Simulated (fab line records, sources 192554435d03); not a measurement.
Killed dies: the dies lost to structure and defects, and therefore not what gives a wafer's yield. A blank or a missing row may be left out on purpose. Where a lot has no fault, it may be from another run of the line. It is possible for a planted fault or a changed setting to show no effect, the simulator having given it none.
fab line records	flow n5Finfet
record lots=11	wafers=32	lastDay=17
route steps=1938 shown BEOL_M8@1334 PASSIVATION@1936
lots that met no fault: from a run of the same line without faults
startH: start of the lot's first displayed wafer, in hours after the record's first day	waitH: time in hours since the lot's previous step	" repeats the value in the row above	L1.1+2: several wafers, shown together as one row	- no value present, or no start provided	* or withheld: withheld	< > ~ a bound
route shown NAME@n: a module of which the file shows steps, and the number in the route of the first	usual: the fault-free wafers' mean and standard deviation	same: alike in all rows	chamber/n: place in a boat	sites: readings site by site	_std_site: the standard deviation of these	_edge_site: inner sites' mean taken away from outer sites' mean	radiusMm: for every site, how far away it sits from the centre of the wafer	mask NAME#n: copy n	behind: the last tool/chamber to shape the wafer	hold: reason for holding the lot/hours on hold/outcome of the hold	device: the transistor (n, p or np) that didn't switch	end of line: at the end of the route, the tests of the same wafers	where a step has no rows: the recipe by itself	killed: dies that structure and defects cost at the first sort, which is not the same as the wafer's yield	map: shows each die of a wafer: x if killed, . if not, _ if none is there
set.NAME: the setting that was run; set.NAME@STEP: the one run at that earlier step	model.NAME: the simulator's own value behind a step, which no gauge read
steps of the route over a sample of lots; a table a step, a row a wafer
services: from which hour (startH, from the record's first day; less than 0 if before it) a tool's chamber was out of use, for how many hours, and why
## steps
# step N5_BEOL_M8_THK_MEAS_01
# recipe reads=SiCOH_lowk_of_BEOL_M8_ILD_DEP_00
# usual M8_ILD_THK=156.0/2.1
lot.wafer	tool	chamber	startH	waitH	M8_ILD_THK[nm]
L287.2	filmMetro-02	-	185.07	0.4	154.6
L287.3	"	-	"	"	150.6
L288.3	filmMetro-02	-	189.62	0.3	156.4
L288.5	"	-	"	"	159.6
L288.6	"	-	"	"	157.7
L290.2	filmMetro-02	-	209.84	0.4	152.4
L290.5	"	-	"	"	156.2
L290.6	"	-	"	"	156.5
L292.3	filmMetro-02	-	219.53	0.3	155.2
L292.5	"	-	"	"	154.4
L292.6	"	-	"	"	161.2
L293.1	filmMetro-01	-	220.90	0.4	156.0
L293.4	"	-	"	"	153.9
L293.5	"	-	"	"	157.3
L299.1	filmMetro-01	-	261.23	0.4	153.2
L299.2	"	-	"	"	154.5
L299.4	"	-	"	"	154.2
L300.2	filmMetro-02	-	265.95	0.4	153.6
L300.3	"	-	"	"	152.5
L300.6	"	-	"	"	157.5
L301.1	filmMetro-01	-	274.42	0.4	154.5
L301.2	"	-	"	"	157.2
L301.4	"	-	"	"	159.7
L302.1	filmMetro-01	-	284.12	0.4	153.1
L302.4	"	-	"	"	153.9
L302.6	"	-	"	"	158.2
L309.2	filmMetro-01	-	324.47	0.4	156.1
L309.3	"	-	"	"	157.3
L309.4	"	-	"	"	158.5
L310.2	filmMetro-02	-	334.17	0.4	154.8
L310.3	"	-	"	"	157.0
L310.6	"	-	"	"	156.4
# step N5_BEOL_M8_PEB_09
# recipe pebTempC=withheld	pebTimeS=60	resist=CAR-ArF
lot.wafer	tool	chamber	startH	waitH
L287.2+3	lithoTrack-05	0	187.23	0.1
L288.3+5+6	lithoTrack-04	0	190.87	0.0
L290.2+5+6	lithoTrack-03	0	212.12	0.0
L292.3+5+6	lithoTrack-04	0	222.31	0.0
L293.1+4+5	lithoTrack-03	0	222.51	0.1
L299.1+2+4	lithoTrack-05	0	263.10	0.1
L300.2+3+6	lithoTrack-04	0	267.57	0.0
L301.1+2+4	lithoTrack-05	0	275.11	0.1
L302.1+4+6	lithoTrack-04	0	285.82	0.1
L309.2+3+4	lithoTrack-05	0	325.45	0.0
L310.2+3+6	lithoTrack-05	0	335.26	0.0
# step N5_BEOL_M8_CD_MEAS_11
# recipe targetCdNm=38.5	landingEnergyEv=500	detector=seInlens	polarity=opening
# usual cdNm=38.3/0.6
lot.wafer	tool	chamber	startH	waitH	cdNm
L287.2	cdSem-01	0	187.30	-	39.4
L287.3	"	0	"	"	39.1
L288.3	cdSem-03	0	190.94	-	38.5
L288.5	"	0	"	"	38.3
L288.6	"	0	"	"	38.0
L290.2	cdSem-02	0	212.19	-	37.3
L290.5	"	0	"	"	37.6
L290.6	"	0	"	"	37.5
L292.3	cdSem-03	0	222.37	-	37.3
L292.5	"	0	"	"	39.5
L292.6	"	0	"	"	38.8
L293.1	cdSem-01	0	222.58	-	38.3
L293.4	"	0	"	"	37.6
L293.5	"	0	"	"	38.2
L299.1	cdSem-03	0	263.17	-	38.6
L299.2	"	0	"	"	37.7
L299.4	"	0	"	"	37.7
L300.2	cdSem-01	0	267.64	-	38.7
L300.3	"	0	"	"	39.8
L300.6	"	0	"	"	40.9
L301.1	cdSem-02	0	275.18	-	38.1
L301.2	"	0	"	"	38.7
L301.4	"	0	"	"	38.3
L302.1	cdSem-02	0	285.89	-	39.4
L302.4	"	0	"	"	39.1
L302.6	"	0	"	"	40.3
L309.2	cdSem-03	0	325.51	-	36.7
L309.3	"	0	"	"	37.7
L309.4	"	0	"	"	37.8
L310.2	cdSem-01	0	335.33	-	38.9
L310.3	"	0	"	"	38.1
L310.6	"	0	"	"	38.5
# step N5_BEOL_M8_INSPECT_13
# recipe mode=adi	inspectInstrument=brightfield
# usual rawDefectCount=412/110
lot.wafer	tool	chamber	startH	waitH	rawDefectCount
L287.2	defectInspect-01	-	187.35	0.0	292
L287.3	"	-	"	"	249
L288.3	defectInspect-02	-	190.99	0.0	506
L288.5	"	-	"	"	395
L288.6	"	-	"	"	347
L290.2	defectInspect-02	-	212.24	0.0	422
L290.5	"	-	"	"	405
L290.6	"	-	"	"	496
L292.3	defectInspect-01	-	222.43	0.0	434
L292.5	"	-	"	"	349
L292.6	"	-	"	"	388
L293.1	defectInspect-02	-	222.63	0.0	515
L293.4	"	-	"	"	457
L293.5	"	-	"	"	427
L299.1	defectInspect-02	-	263.22	0.0	512
L299.2	"	-	"	"	387
L299.4	"	-	"	"	353
L300.2	defectInspect-01	-	267.69	0.0	637
L300.3	"	-	"	"	356
L300.6	"	-	"	"	457
L301.1	defectInspect-02	-	275.23	0.0	464
L301.2	"	-	"	"	702
L301.4	"	-	"	"	472
L302.1	defectInspect-02	-	285.94	0.0	767
L302.4	"	-	"	"	610
L302.6	"	-	"	"	501
L309.2	defectInspect-01	-	325.57	0.0	348
L309.3	"	-	"	"	349
L309.4	"	-	"	"	545
L310.2	defectInspect-01	-	335.38	0.0	380
L310.3	"	-	"	"	417
L310.6	"	-	"	"	385
# step N5_BEOL_M8_STRIP_67
# recipe chemistry=CF4	resist=SiARC	powerW=300	biasPowerW=75	pressureMtorr=50	cf4FlowSccm=150	rfFrequencyHz=6e+07
# usual drypumpMotorCurrentA=5.7/0.37	oesProductAu=0.79/0.09	rfVppV=271.1/1.6	showerheadPlenumPTorr=1.79/0.056	throttleValvePct=13.68/0.25
lot.wafer	tool	chamber	startH	waitH	drypumpMotorCurrentA	oesProductAu	rfHoursCounterH	rfVppV	showerheadPlenumPTorr	throttleValvePct
L287.2	rieDiel-04	1	187.66	0.0	5.4	0.86	59	270.9	1.81	13.53
L287.3	"	3	"	"	5.6	0.73	200	270.9	1.80	13.95
L288.3	rieDiel-02	1	191.26	0.0	5.5	0.71	205	271.9	1.86	13.95
L288.5	"	1	"	"	5.5	0.71	-	273.0	1.86	13.96
L288.6	"	0	"	"	5.3	0.86	-	272.0	1.82	13.67
L290.2	rieDiel-06	1	212.56	0.0	6.1	0.70	250	272.4	1.84	14.03
L290.5	"	2	"	"	5.2	0.71	-	271.1	1.69	13.81
L290.6	"	1	"	"	6.1	0.70	-	271.7	1.84	14.02
L292.3	rieDiel-06	0	222.88	0.0	6.0	1.00	2	270.9	1.81	13.18
L292.5	"	1	"	"	6.1	0.70	-	270.8	1.84	14.04
L292.6	"	0	"	"	6.0	0.99	-	272.7	1.81	13.18
L293.1	rieDiel-06	2	223.14	0.0	5.3	0.71	231	269.7	1.69	13.83
L293.4	"	0	"	"	5.9	0.98	-	271.3	1.81	13.17
L293.5	"	1	"	"	6.0	0.70	-	273.5	1.84	14.04
L299.1	rieDiel-04	2	263.49	0.0	6.4	0.71	216	269.1	1.70	13.68
L299.2	"	3	"	"	5.7	0.71	231	269.4	1.79	14.04
L299.4	"	1	"	"	5.4	0.83	87	272.2	1.80	13.59
L300.2	rieDiel-04	1	267.96	0.0	5.4	0.83	88	272.5	1.80	13.60
L300.3	"	3	"	"	5.7	0.70	232	269.9	1.79	14.03
L300.6	"	3	"	"	5.6	0.70	-	270.4	1.79	14.06
L301.1	rieDiel-02	3	275.73	0.0	5.8	0.80	92	273.2	1.86	13.47
L301.2	"	1	"	"	5.5	0.69	236	272.3	1.85	14.02
L301.4	"	0	"	"	5.4	0.82	-	271.1	1.82	13.74
L302.1	rieDiel-06	1	286.22	0.0	6.1	0.93	12	271.3	1.84	13.45
L302.4	"	1	"	"	6.1	0.92	-	271.6	1.84	13.44
L302.6	"	3	"	"	5.9	0.91	-	268.6	1.74	13.66
L309.2	rieDiel-04	1	325.84	0.0	5.4	0.80	111	272.1	1.80	13.66
L309.3	"	0	"	"	6.1	0.74	159	269.7	1.73	13.69
L309.4	"	0	"	"	6.1	0.74	-	270.3	1.73	13.68
L310.2	rieDiel-06	2	335.65	0.0	5.3	0.92	16	273.2	1.89	13.33
L310.3	"	3	"	"	5.9	0.87	39	270.7	1.74	13.69
L310.6	"	3	"	"	5.9	0.87	-	271.2	1.74	13.70
# step N5_BEOL_M8_CD_MEAS_35
# recipe targetCdNm=40	polarity=opening
# usual cdNm=39.9/0.68
lot.wafer	tool	chamber	startH	waitH	cdNm
L287.2	cdSem-03	-	189.45	0.0	40.9
L287.3	"	-	"	"	40.9
L288.3	cdSem-02	-	194.17	0.0	40.7
L288.5	"	-	"	"	40.1
L288.6	"	-	"	"	39.3
L290.2	cdSem-03	-	214.03	0.0	38.8
L290.5	"	-	"	"	39.3
L290.6	"	-	"	"	39.7
L292.3	cdSem-02	-	224.12	0.0	39.0
L292.5	"	-	"	"	40.7
L292.6	"	-	"	"	40.7
L293.1	cdSem-01	-	224.52	0.0	40.1
L293.4	"	-	"	"	39.3
L293.5	"	-	"	"	40.0
L299.1	cdSem-01	-	265.25	0.0	40.0
L299.2	"	-	"	"	39.1
L299.4	"	-	"	"	39.6
L300.2	cdSem-03	-	270.53	0.0	40.3
L300.3	"	-	"	"	41.6
L300.6	"	-	"	"	42.0
L301.1	cdSem-03	-	277.51	0.0	40.4
L301.2	"	-	"	"	40.4
L301.4	"	-	"	"	40.0
L302.1	cdSem-01	-	287.66	0.0	41.1
L302.4	"	-	"	"	40.7
L302.6	"	-	"	"	42.0
L309.2	cdSem-02	-	327.63	0.0	37.8
L309.3	"	-	"	"	39.1
L309.4	"	-	"	"	39.5
L310.2	cdSem-03	-	337.60	0.0	40.7
L310.3	"	-	"	"	39.5
L310.6	"	-	"	"	40.0
# step N5_PASSIVATION_PROBE_49
# usual defectLimitedYield=91.5/1.5	killed_at_M0_to_M3=32/9.4	killed_at_M4_up=12/5.1	killedAtContacts=11/7.4	killedAtFrontEnd=41/11	killedAtOther=3.4/2.5	killedDies=100/17	killedOpen=65/14	killedShort=33/7	sort_bin_4_leakage=0.00/0.01	sort_bin_5_function=4.9/0.96	sort_bin_6_memory=3.1/0.7	sort_bin_8_speed=0.00/0.01	sortNPass=1080/17	sortYieldPct=91.5/1.5
# same grossDies=1180	killedAtBackSide=0
lot.wafer	tool	chamber	startH	waitH	defectLimitedYield[%]	killed_at_M0_to_M3	killed_at_M4_up	killedAtContacts	killedAtFrontEnd	killedAtOther	killedDies	killedOpen	killedShort	sort_bin_4_leakage[%]	sort_bin_5_function[%]	sort_bin_6_memory[%]	sort_bin_8_speed[%]	sortNPass	sortYieldPct[%]
L299.1	prober-01	-	327.45	0.0	91.5	21	20	8	45	6	100	61	38	0	5.5	2.5	0	1080	91.5
L299.2	prober-01	-	327.50	0.1	91.4	36	8	5	48	4	101	64	35	0	4.7	3.2	0	1079	91.4
L299.4	prober-01	-	327.60	0.2	92.4	22	9	16	41	2	90	62	28	0	4.8	2.5	0	1090	92.4
# killed by level:class
L299.1 FIN_SAQP:geometricParticle:open=10 STI_FIN_REVEAL:geometricParticle:open=10 FIN_SAQP:geometricParticle:short=9 BEOL_M4:geometricParticle:open=8 MOL_CONTACT_COAG:geometricParticle:open=6 BEOL_M0_SAQP:geometricParticle:open=4 BEOL_M3:geometricParticle:open=4 BEOL_M4:geometricParticle:short=4
L299.2 FIN_SAQP:geometricParticle:open=12 STI_FIN_REVEAL:geometricParticle:open=11 FIN_SAQP:geometricParticle:short=9 BEOL_M2:geometricParticle:open=9 BEOL_M3:geometricParticle:open=6 BEOL_M0_SAQP:geometricParticle:short=5 GATE_CUT:geometricParticle:short=4 DUMMY_GATE:geometricParticle:open=3
L299.4 MOL_CONTACT_COAG:geometricParticle:open=12 STI_FIN_REVEAL:geometricParticle:open=11 FIN_SAQP:geometricParticle:open=7 BEOL_M0_SAQP:geometricParticle:open=6 DUMMY_GATE:geometricParticle:open=5 FIN_SAQP:geometricParticle:short=4 ILD0:geometricParticle:short=4 MOL_CONTACT_COAG:geometricParticle:short=4
## services
tool	chamber	startH	hours	kind
rieDiel-02	-	192.75	0.2	repair
rieDiel-06	0	198.38	-	clean
rieDiel-06	0	198.38	-	consumableReplace:focusRing
rieDiel-06	0	198.38	20.0	scheduledDown
rieDiel-06	0	198.38	20.0	ventCycle
rieDiel-04	0	208.52	8.1	repair
rieDiel-06	3	218.47	-	clean
rieDiel-06	3	218.47	-	consumableReplace:focusRing
rieDiel-06	3	218.47	14.5	scheduledDown
rieDiel-06	3	218.47	14.5	ventCycle
rieDiel-06	-	224.00	4.3	pm
rieDiel-06	1	232.93	-	clean
rieDiel-06	1	232.93	-	consumableReplace:focusRing
rieDiel-06	1	232.93	23.5	scheduledDown
rieDiel-06	1	232.93	23.5	ventCycle
rieDiel-02	2	266.21	11.0	repair
rieDiel-06	2	275.51	-	clean
rieDiel-06	2	275.51	-	consumableReplace:focusRing
rieDiel-06	2	275.51	-	consumableReplace:showerhead
rieDiel-06	2	275.51	16.2	scheduledDown
rieDiel-06	2	275.51	16.2	ventCycle
rieDiel-04	-	279.19	1.3	repair
rieDiel-04	2	280.55	4.1	repair
rieDiel-06	-	319.94	0.8	repair
## key
firstSign step=N5_BEOL_M8_CD_MEAS_11	reading=cdNm	direction=up	sigmas=3.4	usual=38.3	struck=40.3
effect step=N5_BEOL_M8_CD_MEAS_35	reading=cdNm	direction=up	sigmas=2.9	usual=39.9	struck=41.8
metAt N5_BEOL_M8_PEB_09
struckLots L300,L302
struckWafers L300.3,L300.6,L302.6
baselineLoss step=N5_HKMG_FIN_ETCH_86	wafers=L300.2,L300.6
notActingAt N5_BEOL_M8_THK_MEAS_01,N5_BEOL_M8_INSPECT_13,N5_BEOL_M8_STRIP_67
onsetBetween 222.31 267.57
fault kind=processParameterDrift	tool=lithoTrack-04	chamber=-	onsetH=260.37	steps=N5_BEOL_M8_PEB_09	channel=pebTimeS	offset=*	shape=step	endH=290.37	scope=struckWafersOnly	actsIn=*	stated=*
# baselineLoss: these wafers lose ten dies or more at that step, a loss of the line's own and not of a fault; the sort's usual values leave them out
